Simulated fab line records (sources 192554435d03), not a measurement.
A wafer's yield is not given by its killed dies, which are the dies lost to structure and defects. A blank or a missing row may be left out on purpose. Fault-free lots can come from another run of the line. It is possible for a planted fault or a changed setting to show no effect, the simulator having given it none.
A lot that was struck, set against a sound lot    flow n5 finfet    16 steps out of a route of 1938
Sound: these wafers, L521.1, L521.4, L521.5. Struck: wafer L528.3 (left out: L528.1, L528.2 of the same lot, which were not struck); the cause appears at the end.
Per side, at each step with rows, come the tool, then ch with its chambers, and then its first start. Under that, the readings that differ: sound wafers    struck wafers    difference of the means    sigmas: that difference in standard deviations of wafers without a fault.
alike: words and numbers the same on both sides, and readings whose means are apart by under 2 such deviations; not compared: readings that were withheld, readings missing a value for some wafer, numbers with overlapping values and no deviation given by the record, and bounds like >300 which may hide the same value.
The two part at a step that has a row with sigmas, a row that says differs or no value, or rows on one side only. When numbers do not overlap yet have no deviation, they are printed without sigmas and do not part them. A reading that every wafer of one side lacks parts them only if that side has two wafers or more.

N5_BEOL_M3_ETCH_41: etches SiCN in CH3F/O2, target depth 29.9 nm, time 52.5 s.
  sound on rie diel-01 ch 2,3; struck on rie diel-01 ch 1
  alike: drypump motor current A, oes product au, rf vpp V, showerhead plenum p Torr, throttle valve pct
  not compared: rf hours counter h
N5_BEOL_M3_STRIP_97: strips in N2/H2, time 10 s.
  sound on rie diel-01 ch 2,3; struck on rie diel-01 ch 1
  alike: drypump motor current A, oes product au, rf vpp V, showerhead plenum p Torr, throttle valve pct
  not compared: rf hours counter h
N5_BEOL_M3_OCD_MEAS_38:
  sound: ocd-02 at day 10 12:49; struck: ocd-01 at day 12 12:59
  alike: trench depth nm
then, 4 steps without rows for these wafers: N5_BEOL_M3_HM_STRIP_39 (strips TiN in peroxide tin strip, target depth 25 nm, time 158 s); N5_BEOL_M3_SRD_40 (time 30 s); N5_BEOL_M3_PRECLEAN_42 (cleans in residue remover, time 60 s); N5_BEOL_M3_SRD_43 (time 30 s).
N5_BEOL_M3_CD_MEAS_35: target cd 18 nm, target cd y 21 nm.
  sound: cd sem-02 at day 10 12:59; struck: cd sem-03 at day 12 13:08
  alike: cd nm
N5_BEOL_M3_DEGAS_44: time 60 s.
  sound: pvd sputter-01 at day 10 13:02; struck: pvd sputter-01 at day 12 13:14
  alike: heater power w
N5_BEOL_M3_PRE_CLEAN_45: time 30 s.
  sound: pvd sputter-01 at day 10 13:05; struck: pvd sputter-01 at day 12 13:16
  alike: heater power w
N5_BEOL_M3_ALD_84: deposits TaN, pulse time 2 s, purge time 3 s, co reactant purge time 2 s.
  sound on ald metal-02 ch 1,3, day 10 13:08; struck on ald metal-01 ch 1, day 12 13:20
  alike: heater power w
then, 1 step without rows for these wafers: N5_BEOL_M3_SURFACE_TREAT_85.
N5_BEOL_M3_CVD_47: deposits Co from CCTBA/H2, target thk 3 nm, time 223.8 s.
  sound on cvd co-01 ch 0,1, day 10 13:28; struck on cvd co-02 ch 2, day 12 13:38
reading           sound              struck  difference  sigmas
run length s (s)  246.5 245.6 246.3  328.2   +82.1       +99 or more
then, 1 step without rows for these wafers: N5_BEOL_M3_SPUTTER_48 (material Cu, target thk 4.5 nm, time 8.29 s).
N5_BEOL_M4_RC_MEAS_101:
  sound on prober-01 ch 0, day 11 09:58; struck on prober-01 ch 0, day 13 22:36
reading         sound              struck  difference  sigmas
DIBL_P (mV/V)   33.2 34.2 32.4     38.3    +5.0        +3
IOFF_N (nA/um)  0.116 0.126 0.111  0.204   +0.086      +3
IOFF_P (nA/um)  0.15 0.17 0.15     0.27    +0.11       +3
ION_N (uA/um)   673 668 663        705     +37         +3
ION_P (uA/um)   452 461 451        481     +26         +3
SS_P (mV/dec)   73.0 72.4 72.0     74.1    +1.6        +3
VT_N (mV)       255 255 255        243     -12         -4
VT_P (mV)       -257 -255 -255     -244    +12         +3
  alike: DIBL_N, SS_N
-- record jumps: 5 days separate the struck wafers' starts on either side; left off in module BEOL_M4, taken up again in module PASSIVATION, whose first shown step is the route's number 1936 --
N5_PASSIVATION_PROBE_49:
  sound: prober-01 at day 16 02:55; struck: prober-02 at day 19 02:29
  alike: defect limited yield, killed_at_M0_to_M3, killed_at_M4_up, killed at contacts, killed at front end, killed at other, killed dies, killed open, killed short, sort_bin_5_function, sort_bin_6_memory, sort_bin_8_speed, sort n pass, sort yield pct

== WHERE THEY PART ==
At N5_BEOL_M3_CVD_47 first; at N5_BEOL_M4_RC_MEAS_101 last (within this record only). Later steps at which nothing parts them and some readings are alike: N5_PASSIVATION_PROBE_49.

WHY: whatever the simulator had introduced
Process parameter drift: cvd co-02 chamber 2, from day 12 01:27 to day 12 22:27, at N5_BEOL_M3_CVD_47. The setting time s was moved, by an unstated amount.
